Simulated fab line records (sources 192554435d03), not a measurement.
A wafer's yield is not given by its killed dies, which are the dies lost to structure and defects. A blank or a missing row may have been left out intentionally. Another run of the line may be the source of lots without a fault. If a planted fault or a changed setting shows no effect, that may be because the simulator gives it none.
Struck lot and sound lot, side by side / flow n5Finfet / 15 steps out of a route of 1938
Sound: these wafers, L416.1, L416.2, L416.5. Struck: wafer L414.2; the same lot's L414.6 was not struck, so it is left out; see the end for the cause.
For every step that has rows: the tool of each side, followed by ch and its chambers, followed by its first start. Under that, the readings that differ: sound wafers / struck wafers / difference of the means / sigmas: that difference in standard deviations of wafers without a fault.
alike: readings whose means differ by less than 2 such deviations, and words and numbers that are the same on both sides. not compared: withheld readings, readings that some wafer has no value for, bounds like >300 that may hide the same value, and numbers for which the record gives no deviation and whose values overlap.
A row with sigmas, a row that says differs or no value, or rows on one side alone: a step with any of these is where the two part. Numbers that don't overlap but have no deviation are shown without sigmas and don't part them. A reading missing from all wafers of one side parts the sides only when that side holds two or more wafers.

first, 1 step without rows for these wafers: N5_BEOL_M2_DEVELOP_27 (develop time 30 s).
N5_BEOL_M2_CD_MEAS_28: target cd 26.2 nm, target cd y 24.1 nm.
  sound on cdSem-02 ch 0, day 10 19:34; struck on cdSem-02 ch 0, day 10 15:35
  alike: cdNm
N5_BEOL_M2_OVL_MEAS_29:
  sound on overlay-01 ch 0, day 10 19:35; struck on overlay-01 ch 0, day 10 15:37
reading=V1_OVL (nm); sound=1.0 0.5 0.4; struck=-1.2; difference=-1.8; sigmas=-2
N5_BEOL_M2_INSPECT_30: inspects for defects (brightfield).
  sound: defectInspect-02 at day 10 19:39; struck: defectInspect-01 at day 10 15:40
  alike: rawDefectCount
N5_BEOL_M2_DESCUM_33: chemistry O2, time 7 s.
  sound on rieDiel-02 ch 2,3, day 10 21:17; struck on rieDiel-04 ch 1, day 10 17:34
  alike: drypumpMotorCurrentA, oesProductAu, rfVppV, showerheadPlenumPTorr, throttleValvePct
  not compared: rfHoursCounterH
N5_BEOL_M2_ETCH_77: etches underlayer in N2/H2, target depth 6.5 nm, time 5.2 s.
  sound on rieDiel-02 ch 2,3, day 10 21:20; struck on rieDiel-04 ch 1, day 10 17:37
  alike: biasW, drypumpMotorCurrentA, etchRfOnTimeS, oesProductAu, rfVppV, showerheadPlenumPTorr, throttleValvePct
  not compared: rfHoursCounterH
N5_BEOL_M2_ETCH_69: etches SiARC in CF4, target depth 15.6 nm, time 26 s.
  sound on rieDiel-02 ch 2,3, day 10 21:20; struck on rieDiel-04 ch 1, day 10 17:37
reading=mfcArSccm (sccm); sound=99.54 100.01 99.52; struck=100.37; difference=+0.68; sigmas=+2
  alike: biasW, drypumpMotorCurrentA, etchRfOnTimeS, oesProductAu, rfVppV, showerheadPlenumPTorr, throttleValvePct
  not compared: rfHoursCounterH
N5_BEOL_M2_ALD_98: deposits SiO2, target thk 2.5 nm, pulse time 1 s, co reactant pulse time 1 s.
  sound on aldSin-01 ch 0,1,3, day 10 21:34; struck on aldSin-04 ch 0, day 10 17:43
  alike: heaterPowerW, precursorPulseHeightRel
then, 1 step without rows for these wafers: N5_BEOL_M2_ETCHBACK_99 (etches SiO2 in CHF3, target depth 5 nm, time 10.4 s).
N5_BEOL_M2_ETCH_70: etches SOC in N2/H2, target depth 80 nm, overetch 24 nm, time 130 s.
  sound on rieDiel-03 ch 0,1,3, day 11 00:09; struck on rieDiel-04 ch 1, day 10 20:13
  alike: biasW, drypumpMotorCurrentA, oesProductAu, rfVppV, showerheadPlenumPTorr, throttleValvePct
  not compared: rfHoursCounterH
then, 2 steps without rows for these wafers: N5_BEOL_M2_STRIP_71 (strips in N2/H2); N5_BEOL_M2_STRIP_78 (strips in N2/H2).
N5_BEOL_M2_VIA_ETCH_34: etches the open film in C4F6/O2, target depth 69.4 nm, time 65.9 s.
  sound on rieDiel-03 ch 0,1,3, day 11 00:16; struck on rieDiel-04 ch 1, day 10 20:20
reading=oesProductAu (a.u.); sound=0.88 0.91 0.82; struck=0.55; difference=-0.32; sigmas=-3
reading=model.etch.depthNm (nm); sound=69.88 71.31 69.34; struck=40.27; difference=-29.91; sigmas=
reading=model.SOC_of_BEOL_M2_COAT_67.thkNm (nm); sound=51.6 51.6 51.6; struck=55.2; difference=+3.6; sigmas=
  alike: O2_flow_sccm, biasW, drypumpMotorCurrentA, mfcArSccm, rfVppV, showerheadPlenumPTorr, throttleValvePct
  not compared: rfHoursCounterH
then, 1 step without rows for these wafers: N5_BEOL_M2_STRIP_83 (strips in C4F6/O2).
N5_BEOL_M4_RC_MEAS_101:
  sound on prober-01 ch 0, day 12 01:55; struck on prober-02 ch 0, day 11 22:02
  alike: DIBL_N, DIBL_P, IOFF_N, IOFF_P, ION_N, ION_P, SS_N, SS_P, VT_N, VT_P

## WHERE THEY PART
Last at N5_BEOL_M2_VIA_ETCH_34 as far as this record goes, first at N5_BEOL_M2_OVL_MEAS_29. Later steps at which nothing parts them and some readings are alike: N5_BEOL_M4_RC_MEAS_101.

WHY: the cause the simulator had injected
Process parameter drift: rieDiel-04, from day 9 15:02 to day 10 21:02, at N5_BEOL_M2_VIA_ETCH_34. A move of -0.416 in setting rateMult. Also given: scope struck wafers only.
